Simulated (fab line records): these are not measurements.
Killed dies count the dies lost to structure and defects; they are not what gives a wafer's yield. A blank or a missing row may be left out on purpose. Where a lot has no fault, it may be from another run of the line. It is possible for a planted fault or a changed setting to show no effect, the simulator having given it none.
Chamber matching + flow n5Finfet + N5_BEOL_M15_ETCH_57 on rieDiel-02 has 4 sister chambers
The step etches SOC in N2/H2, time 750 s. 4 wafers are shown with their chamber, then 8 later ones without.

== WAFERS PAIRED WITH THEIR CHAMBERS ==
| wafer  | chamber | drypumpMotorCurrentA (A) |
|--------|---------|--------------------------|
| L082.6 | 2       | 5.1                      |
| L085.3 | 3       | 5.6                      |
| L085.5 | 1       | 6.1                      |
| L087.1 | 0       | 6.6                      |

== WAFERS MISSING THEIR CHAMBER ==
| wafer  | drypumpMotorCurrentA (A) |
|--------|--------------------------|
| L087.2 | 5.6                      |
| L087.3 | 6.0                      |
| L087.4 | 5.1                      |
| L087.5 | 5.6                      |
| L087.6 | 5.1                      |
| L089.1 | 5.6                      |
| L089.2 | 6.6                      |
| L089.4 | 5.1                      |

== WHICH CHAMBER EACH ONE RAN IN ==
| wafer  | from the rows above | in truth |
|--------|---------------------|----------|
| L087.2 | 3                   | 3        |
| L087.3 | 1                   | 1        |
| L087.4 | 2                   | 2        |
| L087.5 | 3                   | 3        |
| L087.6 | 2                   | 2        |
| L089.1 | 3                   | 3        |
| L089.2 | 0                   | 0        |
| L089.4 | 2                   | 2        |
Correctly placed: 8 of 8. Can't be placed from these rows: 0. 0 placed wrongly.
How it was worked out, from the rows above alone: a wafer's distance from a chamber is the root of the sum, over the readings, of the square of ((its reading less the chamber's mean) divided by the reading's scatter). The wafer belongs to the nearest chamber; if the next one is less than 2 further off, it can't be placed. Each chamber's mean is taken over the wafers shown for it. The scatter: root of mean squared gap, hidden wafer to nearest shown wafer, with one shown wafer a chamber.
